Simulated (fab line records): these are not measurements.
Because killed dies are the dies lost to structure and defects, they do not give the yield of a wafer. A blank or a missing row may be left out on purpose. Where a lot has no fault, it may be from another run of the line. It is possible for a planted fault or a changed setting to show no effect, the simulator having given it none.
fab line records	flow n5Finfet
[record] lots = 7	wafers = 21	lastDay = 18
route steps=1938 shown BEOL_M0@730 BEOL_M4@1111 PASSIVATION@1936
lots with no fault: from the same line, run without faults
startH: the number of hours between the record's first day and the start of the first shown wafer of the lot	waitH: hours elapsed since this lot's preceding step	" unchanged from the row above	L1.1+2: a row that stands for several wafers	- either no value or no given start	* or withheld: withheld	< > ~ a bound
route shown NAME@n: names a module that has steps shown in the file, with the first one's number in the route	usual: mean/standard deviation of fault-free wafers	same: alike in all rows	chamber/n: place in a boat	sites: per-site readings	_std_site: how widely they spread, as a standard deviation	_edge_site: mean of outer sites minus mean of inner sites	radiusMm: how far each site lies from the wafer's centre	mask NAME#n: copy n	behind: tool/chamber where the wafer was last shaped	hold: why the lot was held/for how many hours/how that ended	device: which transistor (n, p or np) failed to switch	end of line: the tests these same wafers got at the end of their route	a step given without rows: its recipe and nothing more	killed: at the first sort, the dies lost to defects and structure; wafer yield is something else	map: shows each die of a wafer: x if killed, . if not, _ if none is there
set.NAME: the setting as run; set.NAME@STEP: as run at that earlier step	model.NAME: the simulator's own value behind a step, which no gauge read
lots seen at some steps along the route; tables by step, rows by wafer
services: from which hour (startH, from the record's first day; less than 0 if before it) a tool's chamber was out of use, for how many hours, and why
[[steps]]
[step N5_BEOL_M0_PRE_CLEAN_113]
[recipe] gas = H2/He	timeS = 30	tempC = 250
[usual] heaterPowerW = 330/33
lot.wafer	tool	chamber	startH	waitH	heaterPowerW
L663.1	pvdSputter-02	-	145.82	0.0	345
L663.2	"	-	"	"	331
L663.5	"	-	"	"	368
L665.4	pvdSputter-01	-	153.65	0.0	331
L665.5	"	-	"	"	308
L665.6	"	-	"	"	305
L666.1	pvdSputter-02	-	159.70	0.0	368
L666.3	"	-	"	"	375
L666.5	"	-	"	"	370
L667.1	pvdSputter-01	-	169.49	0.0	339
L667.4	"	-	"	"	239
L667.5	"	-	"	"	324
L675.1	pvdSputter-03	-	212.94	0.0	353
L675.4	"	-	"	"	308
L675.6	"	-	"	"	353
L679.4	pvdSputter-03	-	238.40	0.0	303
L679.5	"	-	"	"	299
L679.6	"	-	"	"	346
L682.1	pvdSputter-02	-	263.53	0.0	375
L682.3	"	-	"	"	348
L682.6	"	-	"	"	378
[step N5_BEOL_M0_ALD_136]
[recipe] material = TaN	targetThkA = *	tempC = 275	aldPrecursorFamily = PDMAT	aldCoReactant = NH3	pressureTorr = 3	carrierFlowSccm = 1500	pulseTimeS = 2	purgeTimeS = 3	coReactantPurgeTimeS = 2	coReactantPulseTimeS = 3	aldCycles = 30	precursorVesselTempC = 75	precursorVesselPressureTorr = 26.25	precursorVesselCarrierSccm = 1000
[step N5_BEOL_M0_SURFACE_TREAT_137]
[recipe] gas = Ar	timeS = *	ionEnergyEv = *	ionCurrentMaCm2 = 0.5	pressureMtorr = *	arFlowSccm = 30
[usual] throttleValvePct = *
lot.wafer	tool	chamber	startH	waitH	throttleValvePct
L663.1	pvdSputter-01	-	146.20	0.2	*
L663.2	"	-	"	"	*
L663.5	"	-	"	"	*
L665.4	pvdSputter-03	-	154.30	0.3	*
L665.5	"	-	"	"	*
L665.6	"	-	"	"	*
L666.1	pvdSputter-02	-	160.02	0.2	*
L666.3	"	-	"	"	*
L666.5	"	-	"	"	*
L667.1	pvdSputter-01	-	169.79	0.1	*
L667.4	"	-	"	"	*
L667.5	"	-	"	"	*
L675.1	pvdSputter-02	-	214.77	1.4	*
L675.4	"	-	"	"	*
L675.6	"	-	"	"	*
L679.4	pvdSputter-03	-	238.74	0.2	*
L679.5	"	-	"	"	*
L679.6	"	-	"	"	*
L682.1	pvdSputter-01	-	263.95	0.2	*
L682.3	"	-	"	"	*
L682.6	"	-	"	"	*
[step N5_BEOL_M0_CVD_115]
[recipe] material = Co	targetThkA = *	tempC = withheld	precursor = CCTBA/H2	pressureTorr = 30	timeS = 120
[step N5_BEOL_M0_SPUTTER_116]
[recipe] material = Cu	targetThkA = 40	tempC = -20	chamberPressurePa = 0.07	powerW = withheld	timeS = 7.37
[usual] throttleValvePct = 30.2/1.2
lot.wafer	tool	chamber	startH	waitH	throttleValvePct
L663.1	pvdSputter-01	-	146.56	0.1	28.8
L663.2	"	-	"	"	30.5
L663.5	"	-	"	"	28.7
L665.4	pvdSputter-02	-	154.50	0.1	30.5
L665.5	"	-	"	"	30.2
L665.6	"	-	"	"	29.0
L666.1	pvdSputter-03	-	160.18	0.1	31.6
L666.3	"	-	"	"	31.3
L666.5	"	-	"	"	31.3
L667.1	pvdSputter-01	-	170.19	0.2	27.1
L667.4	"	-	"	"	27.3
L667.5	"	-	"	"	28.7
L675.1	pvdSputter-02	-	214.97	0.1	30.2
L675.4	"	-	"	"	30.9
L675.6	"	-	"	"	30.0
L679.4	pvdSputter-03	-	239.18	0.1	31.2
L679.5	"	-	"	"	31.2
L679.6	"	-	"	"	31.7
L682.1	pvdSputter-02	-	265.68	1.4	30.6
L682.3	"	-	"	"	29.0
L682.6	"	-	"	"	29.0
[step N5_BEOL_M0_ANNEAL_117]
[recipe] tempC = 400	timeS = 60	ambient = vacuum
[usual] heaterPowerW = 838/87	susceptorTempC = 400.01/0.23
lot.wafer	tool	chamber	startH	waitH	heaterPowerW	susceptorTempC
L663.1	pvdSputter-01	-	146.64	0.0	770	400.26
L663.2	"	-	"	"	595	400.34
L663.5	"	-	"	"	820	400.05
L665.4	pvdSputter-02	-	154.58	0.0	817	399.94
L665.5	"	-	"	"	935	400.27
L665.6	"	-	"	"	899	400.03
L666.1	pvdSputter-03	-	160.26	0.0	895	400.19
L666.3	"	-	"	"	860	400.12
L666.5	"	-	"	"	861	400.07
L667.1	pvdSputter-01	-	170.27	0.0	784	400.10
L667.4	"	-	"	"	772	399.82
L667.5	"	-	"	"	799	399.63
L675.1	pvdSputter-02	-	215.05	0.0	930	400.41
L675.4	"	-	"	"	875	399.90
L675.6	"	-	"	"	949	400.43
L679.4	pvdSputter-03	-	239.26	0.0	874	399.68
L679.5	"	-	"	"	868	399.80
L679.6	"	-	"	"	754	400.04
L682.1	pvdSputter-02	-	265.76	0.0	867	400.10
L682.3	"	-	"	"	917	400.00
L682.6	"	-	"	"	934	399.87
[step N5_BEOL_M0_SPUTTER_132]
[recipe] material = Cu	targetThkA = 40	tempC = -20	chamberPressurePa = 0.07	powerW = withheld	timeS = 7.37
[usual] throttleValvePct = 30.2/1.2
lot.wafer	tool	chamber	startH	waitH	throttleValvePct
L663.1	pvdSputter-01	-	146.68	0.0	28.9
L663.2	"	-	"	"	30.7
L663.5	"	-	"	"	28.3
L665.4	pvdSputter-02	-	154.62	0.0	30.5
L665.5	"	-	"	"	30.0
L665.6	"	-	"	"	29.4
L666.1	pvdSputter-03	-	160.30	0.0	31.4
L666.3	"	-	"	"	31.5
L666.5	"	-	"	"	30.9
L667.1	pvdSputter-01	-	170.31	0.0	27.2
L667.4	"	-	"	"	27.2
L667.5	"	-	"	"	28.6
L675.1	pvdSputter-02	-	215.09	0.0	30.2
L675.4	"	-	"	"	30.8
L675.6	"	-	"	"	30.0
L679.4	pvdSputter-03	-	239.30	0.0	31.3
L679.5	"	-	"	"	31.0
L679.6	"	-	"	"	31.6
L682.1	pvdSputter-02	-	265.80	0.0	30.8
L682.3	"	-	"	"	29.1
L682.6	"	-	"	"	29.3
[step N5_BEOL_M0_ANNEAL_133]
[recipe] tempC = 400	timeS = 60	ambient = vacuum
[step N5_BEOL_M0_SPUTTER_134]
[recipe] material = Cu	targetThkA = 40	tempC = -20	chamberPressurePa = 0.07	powerW = withheld	timeS = 7.37
[step N5_BEOL_M0_ANNEAL_135]
[recipe] tempC = 400	timeS = 60	ambient = vacuum
[step N5_BEOL_M0_SPUTTER_141]
[recipe] material = Cu	targetThkA = 40	tempC = -20	chamberPressurePa = 0.07	powerW = withheld	timeS = 7.37
[step N5_BEOL_M0_ECD_118]
[recipe] material = Cu	targetThkA = 3000
[step N5_BEOL_M0_ANNEAL_119]
[recipe] tempC = 225	timeS = 90	ambient = N2
[usual] annealTempC = 224.99/0.18	annealTempCMax = 225.88/0.26	wafer_temp_C_max = 226.03/0.25
lot.wafer	tool	chamber	startH	waitH	annealTempC	annealTempCMax	wafer_temp_C_max
L663.1	rtpAnneal-02	0	147.12	0.1	225.13	226.18	226.14
L663.2	"	0	"	"	225.22	226.53	226.00
L663.5	"	0	"	"	225.20	226.08	226.26
L665.4	rtpAnneal-02	-	155.78	0.8	-	-	-
L665.5	"	-	"	"	-	-	-
L665.6	"	-	"	"	-	-	-
L666.1	rtpAnneal-02	-	160.73	0.1	-	-	-
L666.3	"	-	"	"	-	-	-
L666.5	"	-	"	"	-	-	-
L667.1	rtpAnneal-01	-	170.80	0.1	-	-	-
L667.4	"	-	"	"	-	-	-
L667.5	"	-	"	"	-	-	-
L675.1	rtpAnneal-01	0	215.53	0.1	225.03	225.73	225.87
L675.4	"	0	"	"	225.33	226.07	226.08
L675.6	"	0	"	"	225.14	226.01	225.85
L679.4	rtpAnneal-02	0	240.05	0.4	224.76	225.69	225.99
L679.5	"	0	"	"	225.03	225.89	226.10
L679.6	"	0	"	"	224.64	225.90	226.29
L682.1	rtpAnneal-02	0	266.23	0.1	225.08	226.08	225.69
L682.3	"	0	"	"	224.88	225.68	226.09
L682.6	"	0	"	"	224.87	226.11	226.04
[step N5_BEOL_M0_CMP_120]
[recipe] stopOn = SiOC	tOverpolishS = 6.9	downForcePsi = 1	platenRpm = 50	clearingPlatenDownForcePsi = 1.5	clearingPlatenRpm = 50	postCmpClean = cuAlkaline	clearingPlatenPadVelocityMS = 0.99484	padVelocityMS = 0.99484
[usual] barrierFieldEndpointS = 3.62/0.15	edgeZonePressureFrac = 1.000/0.0049	motorCurrentA = 6.2/0.56	overpolishRunS = 6.900/0.0088	platenRpm = 50.00/0.035	timeToEndpointS = 62/4.4
lot.wafer	tool	chamber	startH	waitH	barrierFieldEndpointS	edgeZonePressureFrac	motorCurrentA	overpolishRunS	platenRpm	timeToEndpointS
L663.1	cmp-03	3	147.43	0.3	3.75	1.003	5.9	6.917	49.97	61
L663.2	"	1	"	"	3.79	0.999	6.4	6.901	50.00	62
L663.5	"	0	"	"	3.69	0.992	6.1	6.903	49.96	60
L665.4	cmp-01	2	156.06	0.2	4.12	1.006	5.6	6.894	49.99	80
L665.5	"	3	"	"	4.20	0.999	6.8	6.899	49.98	79
L665.6	"	0	"	"	4.41	1.005	7.1	6.908	49.93	80
L666.3	cmp-01	3	161.07	0.2	3.90	1.001	6.5	6.885	50.03	82
L666.1	"	0	"	"	4.13	0.997	6.7	6.908	50.01	81
L666.5	"	3	"	"	3.94	1.001	6.8	6.903	50.03	79
L667.1	cmp-01	0	171.10	0.3	3.93	0.999	6.6	6.903	50.09	82
L667.4	"	2	"	"	3.92	1.000	5.7	6.893	50.03	82
L667.5	"	1	"	"	3.68	1.002	5.3	6.892	50.06	81
L675.1	cmp-03	0	215.86	0.3	3.63	1.009	5.9	6.895	50.00	60
L675.4	"	2	"	"	3.63	0.995	7.0	6.919	50.00	62
L675.6	"	0	"	"	3.62	1.000	6.2	6.889	50.01	61
L679.4	cmp-04	0	240.25	0.2	3.38	1.005	6.4	6.893	49.95	61
L679.6	"	3	"	"	3.16	1.000	6.0	6.890	49.98	50
L679.5	"	0	"	"	3.52	0.996	6.3	6.910	49.96	58
L682.3	cmp-03	1	266.53	0.2	3.68	1.005	6.9	6.896	50.00	63
L682.1	"	3	"	"	3.55	0.998	6.1	6.899	50.01	62
L682.6	"	1	"	"	3.78	1.001	6.7	6.897	50.08	63
[step N5_BEOL_M4_RC_MEAS_101]
[usual] DIBL_N = 36.4/2	DIBL_P = 36.1/2.5	IOFF_N = 0.16/0.037	IOFF_P = 0.20/0.038	ION_N = 670/13	ION_P = 459/8.3	SS_N = 71.6/0.69	SS_P = 73.3/0.72	VT_N = 250/3.4	VT_P = -251/3.1
lot.wafer	tool	chamber	startH	waitH	DIBL_N[mV/V]	DIBL_P[mV/V]	IOFF_N[nA/um]	IOFF_P[nA/um]	ION_N[uA/um]	ION_P[uA/um]	SS_N[mV/dec]	SS_P[mV/dec]	VT_N[mV]	VT_P[mV]
L663.1	prober-01	0	189.93	0.0	36.9	38.6	0.17	0.25	685	470	71.4	73.2	247	-247
L663.2	"	0	"	"	35.2	35.8	0.14	0.20	668	464	71.0	72.5	247	-248
L663.5	"	0	"	"	36.7	37.1	0.17	0.23	653	457	71.8	73.6	251	-246
L675.1	prober-01	0	279.24	0.0	40.0	39.0	0.22	0.26	671	450	73.1	74.4	245	-249
L675.4	"	0	"	"	41.8	40.8	0.29	0.30	691	461	72.5	74.2	241	-246
L675.6	"	0	"	"	37.0	35.4	0.16	0.19	678	460	71.3	73.1	247	-249
L679.4	prober-02	0	297.95	0.5	36.6	36.7	0.17	0.24	676	463	71.5	73.4	250	-249
L679.5	"	0	"	"	34.8	34.1	0.14	0.18	662	452	71.3	72.0	252	-249
L679.6	"	0	"	"	35.6	34.6	0.15	0.19	668	456	71.9	72.2	253	-253
L682.1	prober-01	0	313.51	0.0	38.7	39.0	0.20	0.24	694	467	72.2	73.9	248	-251
L682.3	"	0	"	"	36.7	35.9	0.15	0.20	666	454	71.5	73.3	251	-252
L682.6	"	0	"	"	38.1	37.8	0.19	0.22	689	468	72.1	74.1	248	-252
[step N5_PASSIVATION_PROBE_49]
[usual] defectLimitedYield = 91.2/1.6	killed_at_M0_to_M3 = 34/11	killed_at_M4_up = 13/5.2	killedAtContacts = 13/6.3	killedAtFrontEnd = 40/14	killedAtOther = 3.2/2.4	killedDies = 104/19	killedOnRim = 14/4.2	killedOpen = 69/14	killedShort = 32/7.5	sort_bin_4_leakage = 0.00/0.04	sort_bin_5_function = 5.3/1.1	sort_bin_6_memory = 3.2/0.73	sort_bin_8_speed = 0.01/0.038	sortNPass = 1076/19	sortYieldPct = 91.2/1.6
[same] grossDies = 1180	killedAtBackSide = 0
lot.wafer	tool	chamber	startH	waitH	defectLimitedYield[%]	killed_at_M0_to_M3	killed_at_M4_up	killedAtContacts	killedAtFrontEnd	killedAtOther	killedDies	killedOnRim	killedOpen	killedShort	sort_bin_4_leakage[%]	sort_bin_5_function[%]	sort_bin_6_memory[%]	sort_bin_8_speed[%]	sortNPass	sortYieldPct[%]
L663.1	prober-01	-	296.91	0.0	92.9	34	6	14	24	6	84	18	51	29	0	4.0	2.9	0	1096	92.9
L663.2	prober-01	-	296.96	0.1	90.1	59	11	19	28	0	117	7	73	41	0	6.6	3.1	0	1063	90.1
L663.5	prober-01	-	297.11	0.2	92.2	30	14	16	27	5	92	16	64	27	0	4.8	2.6	0	1088	92.2
L666.1	prober-02	-	303.63	0.0	25.1	804	12	23	41	4	884	17	77	36	0	5.4	3.9	0	296	25.1
L666.3	prober-02	-	303.73	0.1	0.3	1091	31	12	36	6	1176	152	83	29	0	5.3	4.2	0	4	0.3
L666.5	prober-02	-	303.83	0.2	0	1122	16	10	28	4	1180	152	64	24	0	4.9	2.3	0	0	0
L665.4	prober-01	-	315.09	0.2	31.3	753	16	8	29	5	811	152	70	33	0	5.2	3.6	0	369	31.3
L665.5	prober-01	-	315.14	0.2	12.8	976	15	10	26	2	1029	152	71	34	0	4.2	4.5	0	151	12.8
L665.6	prober-01	-	315.19	0.3	0	1117	10	24	24	5	1180	152	65	28	0	4.4	3.5	0	0	0
L667.1	prober-02	-	315.59	0.0	10.3	1008	5	6	36	3	1058	40	62	24	0	3.9	3.1	0	122	10.3
L667.4	prober-02	-	315.74	0.2	13.5	947	18	10	37	9	1021	152	74	45	0	6.5	3.2	0	159	13.5
L667.5	prober-02	-	315.79	0.2	24.3	824	8	16	42	3	893	11	63	30	0	5.5	2.3	0	287	24.3
L679.4	prober-02	-	400.61	0.2	90.9	46	12	6	40	3	107	21	68	37	0	5.4	3.0	0.08	1073	90.9
L679.5	prober-02	-	400.66	0.2	92.4	33	11	14	32	0	90	11	56	29	0	4.5	2.9	0	1090	92.4
L679.6	prober-02	-	400.71	0.3	89.7	45	8	21	48	0	122	22	77	43	0	5.1	4.6	0	1058	89.7
L682.1	prober-01	-	421.55	0.0	90.6	43	17	4	45	2	111	10	65	43	0	5.5	3.8	0	1069	90.6
L682.3	prober-01	-	421.65	0.1	92.3	37	11	14	27	2	91	13	54	37	0	5.1	2.2	0	1089	92.3
L682.6	prober-01	-	421.80	0.3	90.6	36	18	7	48	2	111	14	73	34	0	6.5	2.3	0	1069	90.6
// killed by level:class
L663.1 MOL_CONTACT_COAG:geometricParticle:open=13 BEOL_M0_SAQP:geometricParticle:short=11 STI_FIN_REVEAL:geometricParticle:open=8 BEOL_M0_SAQP:geometricParticle:open=7 BEOL_M3:geometricParticle:open=6 BEOL_M1:geometricParticle:open=3 PASS1_DEP:geometricParticle:open=3 STARTING-WAFER:geometricParticle:short=3
L663.2 BEOL_M3:geometricParticle:open=16 MOL_CONTACT_COAG:geometricParticle:open=12 BEOL_M0_SAQP:geometricParticle:short=11 STI_FIN_REVEAL:geometricParticle:open=7 BEOL_M1:geometricParticle:open=7 MOL_CONTACT_COAG:geometricParticle:short=6 BEOL_M3:geometricParticle:short=6 BEOL_M2:geometricParticle:open=6
L663.5 MOL_CONTACT_COAG:geometricParticle:open=13 BEOL_M3:geometricParticle:open=9 BEOL_M4:geometricParticle:open=9 STI_FIN_REVEAL:geometricParticle:open=7 BEOL_M1:geometricParticle:open=7 ILD0:geometricParticle:open=4 ILD0:geometricParticle:short=4 STARTING-WAFER:geometricParticle:short=4
L666.1 BEOL_M0:areaCmp=771 MOL_CONTACT_COAG:geometricParticle:open=15 STI_FIN_REVEAL:geometricParticle:open=11 BEOL_M3:geometricParticle:open=9 MOL_CONTACT_COAG:geometricParticle:short=8 BEOL_M2:geometricParticle:open=6 BEOL_M4:geometricParticle:open=6 FIN_SAQP:geometricParticle:open=5
L666.3 BEOL_M0:areaCmp=1062 BEOL_M4:geometricParticle:open=18 STI_FIN_REVEAL:geometricParticle:open=14 MOL_CONTACT_COAG:geometricParticle:open=11 BEOL_M2:geometricParticle:open=9 BEOL_M0_SAQP:geometricParticle:short=8 FIN_SAQP:geometricParticle:open=7 FIN_SAQP:geometricParticle:short=5
L666.5 BEOL_M0:areaCmp=1092 BEOL_M4:geometricParticle:open=13 STI_FIN_REVEAL:geometricParticle:open=11 MOL_CONTACT_COAG:geometricParticle:open=9 BEOL_M0_SAQP:geometricParticle:open=9 FIN_SAQP:geometricParticle:open=6 FIN_SAQP:geometricParticle:short=4 BEOL_M2:geometricParticle:open=4
L665.4 BEOL_M0:areaCmp=705 BEOL_M0_SAQP:geometricParticle:open=12 BEOL_M0_SAQP:geometricParticle:short=10 BEOL_M3:geometricParticle:open=10 MOL_CONTACT_COAG:geometricParticle:open=8 BEOL_M2:geometricParticle:open=8 STI_FIN_REVEAL:geometricParticle:open=7 DUMMY_GATE:geometricParticle:open=5
L665.5 BEOL_M0:areaCmp=920 BEOL_M2:geometricParticle:open=16 BEOL_M0_SAQP:geometricParticle:open=13 BEOL_M0_SAQP:geometricParticle:short=8 BEOL_M6:geometricParticle:open=7 STI_FIN_REVEAL:geometricParticle:open=6 MOL_CONTACT_COAG:geometricParticle:open=6 BEOL_M1:geometricParticle:open=5
L665.6 BEOL_M0:areaCmp=1086 MOL_CONTACT_COAG:geometricParticle:open=18 STI_FIN_REVEAL:geometricParticle:open=8 BEOL_M0_SAQP:geometricParticle:short=7 BEOL_M3:geometricParticle:open=7 STARTING-WAFER:geometricParticle:open=6 MOL_CONTACT_COAG:geometricParticle:short=6 BEOL_M0_SAQP:geometricParticle:open=6
L667.1 BEOL_M0:areaCmp=970 BEOL_M2:geometricParticle:open=16 FIN_SAQP:geometricParticle:open=12 BEOL_M3:geometricParticle:open=9 FIN_SAQP:geometricParticle:short=6 MOL_CONTACT_COAG:geometricParticle:open=5 STI_FIN_REVEAL:geometricParticle:open=4 BEOL_M0_SAQP:geometricParticle:short=4
L667.4 BEOL_M0:areaCmp=902 BEOL_M4:geometricParticle:open=12 MOL_CONTACT_COAG:geometricParticle:open=10 BEOL_M0_SAQP:geometricParticle:short=10 FIN_SAQP:geometricParticle:short=9 BEOL_M2:geometricParticle:open=9 STI_FIN_REVEAL:geometricParticle:open=8 BEOL_M0:geometricParticle:open=6
L667.5 BEOL_M0:areaCmp=799 MOL_CONTACT_COAG:geometricParticle:open=12 DUMMY_GATE:geometricParticle:open=8 BEOL_M2:geometricParticle:open=7 FIN_SAQP:geometricParticle:open=5 ILD0:geometricParticle:open=5 STI_FIN_REVEAL:geometricParticle:open=4 MOL_CONTACT_COAG:geometricParticle:short=4
L679.4 BEOL_M2:geometricParticle:open=11 BEOL_M0_SAQP:geometricParticle:open=8 STI_FIN_REVEAL:geometricParticle:open=7 FIN_SAQP:geometricParticle:open=6 GATE_CUT:geometricParticle:short=6 BEOL_M3:geometricParticle:open=6 MOL_CONTACT_COAG:geometricParticle:open=5 BEOL_M0_SAQP:geometricParticle:short=5
L679.5 BEOL_M2:geometricParticle:open=12 STI_FIN_REVEAL:geometricParticle:open=9 MOL_CONTACT_COAG:geometricParticle:open=8 MOL_CONTACT_COAG:geometricParticle:short=6 BEOL_M1:geometricParticle:open=6 BEOL_M3:geometricParticle:open=4 FIN_SAQP:geometricParticle:short=3 SPACER0:geometricParticle:short=3
L679.6 MOL_CONTACT_COAG:geometricParticle:open=17 STI_FIN_REVEAL:geometricParticle:open=14 BEOL_M2:geometricParticle:open=9 BEOL_M3:geometricParticle:short=9 BEOL_M0_SAQP:geometricParticle:short=8 BEOL_M0_SAQP:geometricParticle:open=7 STI_FIN_REVEAL:geometricParticle:short=5 STARTING-WAFER:geometricParticle:open=5
L682.1 FIN_SAQP:geometricParticle:short=14 FIN_SAQP:geometricParticle:open=14 BEOL_M2:geometricParticle:open=9 BEOL_M0_SAQP:geometricParticle:short=9 STI_FIN_REVEAL:geometricParticle:open=6 BEOL_M0_SAQP:geometricParticle:open=6 BEOL_M3:geometricParticle:open=6 BEOL_M1:geometricParticle:open=4
L682.3 FIN_SAQP:geometricParticle:short=11 MOL_CONTACT_COAG:geometricParticle:open=10 BEOL_M0_SAQP:geometricParticle:short=8 FIN_SAQP:geometricParticle:open=7 BEOL_M0_SAQP:geometricParticle:open=7 BEOL_M2:geometricParticle:open=7 MOL_CONTACT_COAG:geometricParticle:short=4 BEOL_M2:geometricParticle:short=4
L682.6 FIN_SAQP:geometricParticle:open=23 BEOL_M0_SAQP:geometricParticle:open=14 FIN_SAQP:geometricParticle:short=10 BEOL_M0_SAQP:geometricParticle:short=9 STI_FIN_REVEAL:geometricParticle:open=6 MOL_CONTACT_COAG:geometricParticle:open=4 BEOL_M4:geometricParticle:open=4 BEOL_M1:geometricParticle:open=4
// map L665.6 (x killed, . not)
_________________xxxxxxxxxxxx________________
______________xxxxxxxxxxxxxxxxxx_____________
___________xxxxxxxxxxxxxxxxxxxxxxxx__________
__________xxxxxxxxxxxxxxxxxxxxxxxxxx_________
________xxxxxxxxxxxxxxxxxxxxxxxxxxxxxx_______
_______xxxxxxxxxxxxxxxxxxxxxxxxxxxxxxxx______
______xxxxxxxxxxxxxxxxxxxxxxxxxxxxxxxxxx_____
_____xxxxxxxxxxxxxxxxxxxxxxxxxxxxxxxxxxxx____
____xxxxxxxxxxxxxxxxxxxxxxxxxxxxxxxxxxxxxx___
___xxxxxxxxxxxxxxxxxxxxxxxxxxxxxxxxxxxxxxxx__
___xxxxxxxxxxxxxxxxxxxxxxxxxxxxxxxxxxxxxxxx__
__xxxxxxxxxxxxxxxxxxxxxxxxxxxxxxxxxxxxxxxxxx_
__xxxxxxxxxxxxxxxxxxxxxxxxxxxxxxxxxxxxxxxxxx_
_xxxxxxxxxxxxxxxxxxxxxxxxxxxxxxxxxxxxxxxxxxxx
_xxxxxxxxxxxxxxxxxxxxxxxxxxxxxxxxxxxxxxxxxxxx
_xxxxxxxxxxxxxxxxxxxxxxxxxxxxxxxxxxxxxxxxxxxx
_xxxxxxxxxxxxxxxxxxxxxxxxxxxxxxxxxxxxxxxxxxxx
_xxxxxxxxxxxxxxxxxxxxxxxxxxxxxxxxxxxxxxxxxxxx
_xxxxxxxxxxxxxxxxxxxxxxxxxxxxxxxxxxxxxxxxxxxx
_xxxxxxxxxxxxxxxxxxxxxxxxxxxxxxxxxxxxxxxxxxxx
_xxxxxxxxxxxxxxxxxxxxxxxxxxxxxxxxxxxxxxxxxxxx
__xxxxxxxxxxxxxxxxxxxxxxxxxxxxxxxxxxxxxxxxxx_
__xxxxxxxxxxxxxxxxxxxxxxxxxxxxxxxxxxxxxxxxxx_
___xxxxxxxxxxxxxxxxxxxxxxxxxxxxxxxxxxxxxxxx__
___xxxxxxxxxxxxxxxxxxxxxxxxxxxxxxxxxxxxxxxx__
____xxxxxxxxxxxxxxxxxxxxxxxxxxxxxxxxxxxxxx___
_____xxxxxxxxxxxxxxxxxxxxxxxxxxxxxxxxxxxx____
______xxxxxxxxxxxxxxxxxxxxxxxxxxxxxxxxxx_____
_______xxxxxxxxxxxxxxxxxxxxxxxxxxxxxxxx______
________xxxxxxxxxxxxxxxxxxxxxxxxxxxxxx_______
__________xxxxxxxxxxxxxxxxxxxxxxxxxx_________
___________xxxxxxxxxxxxxxxxxxxxxxxx__________
______________xxxxxxxxxxxxxxxxxx_____________
_________________xxxxxxxxxxxx________________
// map L666.5 (x killed, . not)
_________________xxxxxxxxxxxx________________
______________xxxxxxxxxxxxxxxxxx_____________
___________xxxxxxxxxxxxxxxxxxxxxxxx__________
__________xxxxxxxxxxxxxxxxxxxxxxxxxx_________
________xxxxxxxxxxxxxxxxxxxxxxxxxxxxxx_______
_______xxxxxxxxxxxxxxxxxxxxxxxxxxxxxxxx______
______xxxxxxxxxxxxxxxxxxxxxxxxxxxxxxxxxx_____
_____xxxxxxxxxxxxxxxxxxxxxxxxxxxxxxxxxxxx____
____xxxxxxxxxxxxxxxxxxxxxxxxxxxxxxxxxxxxxx___
___xxxxxxxxxxxxxxxxxxxxxxxxxxxxxxxxxxxxxxxx__
___xxxxxxxxxxxxxxxxxxxxxxxxxxxxxxxxxxxxxxxx__
__xxxxxxxxxxxxxxxxxxxxxxxxxxxxxxxxxxxxxxxxxx_
__xxxxxxxxxxxxxxxxxxxxxxxxxxxxxxxxxxxxxxxxxx_
_xxxxxxxxxxxxxxxxxxxxxxxxxxxxxxxxxxxxxxxxxxxx
_xxxxxxxxxxxxxxxxxxxxxxxxxxxxxxxxxxxxxxxxxxxx
_xxxxxxxxxxxxxxxxxxxxxxxxxxxxxxxxxxxxxxxxxxxx
_xxxxxxxxxxxxxxxxxxxxxxxxxxxxxxxxxxxxxxxxxxxx
_xxxxxxxxxxxxxxxxxxxxxxxxxxxxxxxxxxxxxxxxxxxx
_xxxxxxxxxxxxxxxxxxxxxxxxxxxxxxxxxxxxxxxxxxxx
_xxxxxxxxxxxxxxxxxxxxxxxxxxxxxxxxxxxxxxxxxxxx
_xxxxxxxxxxxxxxxxxxxxxxxxxxxxxxxxxxxxxxxxxxxx
__xxxxxxxxxxxxxxxxxxxxxxxxxxxxxxxxxxxxxxxxxx_
__xxxxxxxxxxxxxxxxxxxxxxxxxxxxxxxxxxxxxxxxxx_
___xxxxxxxxxxxxxxxxxxxxxxxxxxxxxxxxxxxxxxxx__
___xxxxxxxxxxxxxxxxxxxxxxxxxxxxxxxxxxxxxxxx__
____xxxxxxxxxxxxxxxxxxxxxxxxxxxxxxxxxxxxxx___
_____xxxxxxxxxxxxxxxxxxxxxxxxxxxxxxxxxxxx____
______xxxxxxxxxxxxxxxxxxxxxxxxxxxxxxxxxx_____
_______xxxxxxxxxxxxxxxxxxxxxxxxxxxxxxxx______
________xxxxxxxxxxxxxxxxxxxxxxxxxxxxxx_______
__________xxxxxxxxxxxxxxxxxxxxxxxxxx_________
___________xxxxxxxxxxxxxxxxxxxxxxxx__________
______________xxxxxxxxxxxxxxxxxx_____________
_________________xxxxxxxxxxxx________________
[[services]]
tool	chamber	startH	hours	kind
cmp-01	-	146.36	3.7	repair
cmp-01	-	183.00	2.6	repair
cmp-04	-	189.72	1.3	repair
cmp-03	-	192.55	7.1	pm
cmp-04	-	206.44	1.8	repair
cmp-03	-	209.25	4.0	pm
cmp-03	-	213.25	-	consumableReplace:conditioner
cmp-03	-	213.25	-	consumableReplace:pad
cmp-03	-	230.23	0.5	repair
cmp-04	-	243.09	7.8	pm
cmp-01	-	249.27	0.4	repair
cmp-04	-	254.72	11.9	pm
[[key]]
[firstSign] step = N5_BEOL_M0_ANNEAL_119	reading = toolRecord	direction = missing
[effect] step = N5_BEOL_M0_CMP_120	reading = timeToEndpointS	direction = up	sigmas = 4.3	usual = *	struck = *
[effect] step = N5_PASSIVATION_PROBE_49	reading = killed_at_M0_to_M3	direction = up	sigmas = 82	usual = 34	struck = 960
[moreKillsBornAt] N5_BEOL_M0_CMP_120@cmp-01 = 8307
metAt N5_BEOL_M0_ANNEAL_119
struckWafers L665.4,L665.5,L665.6,L666.1,L666.3,L666.5,L667.1,L667.4,L667.5
laterRowsLeftOut L665.4,L665.5,L665.6,L666.1,L666.3,L666.5,L667.1,L667.4,L667.5
onsetBetween 147.12 155.78
[fault] kind = skippedStepWhole	tool = rtpAnneal-01,rtpAnneal-02	chamber = -	onsetH = 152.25	steps = N5_BEOL_M0_ANNEAL_119	scope = struckLotsOnly
// laterRowsLeftOut: the simulator's readings of these wafers behind a module that went badly wrong aren't trusted and aren't shown, but for the sort
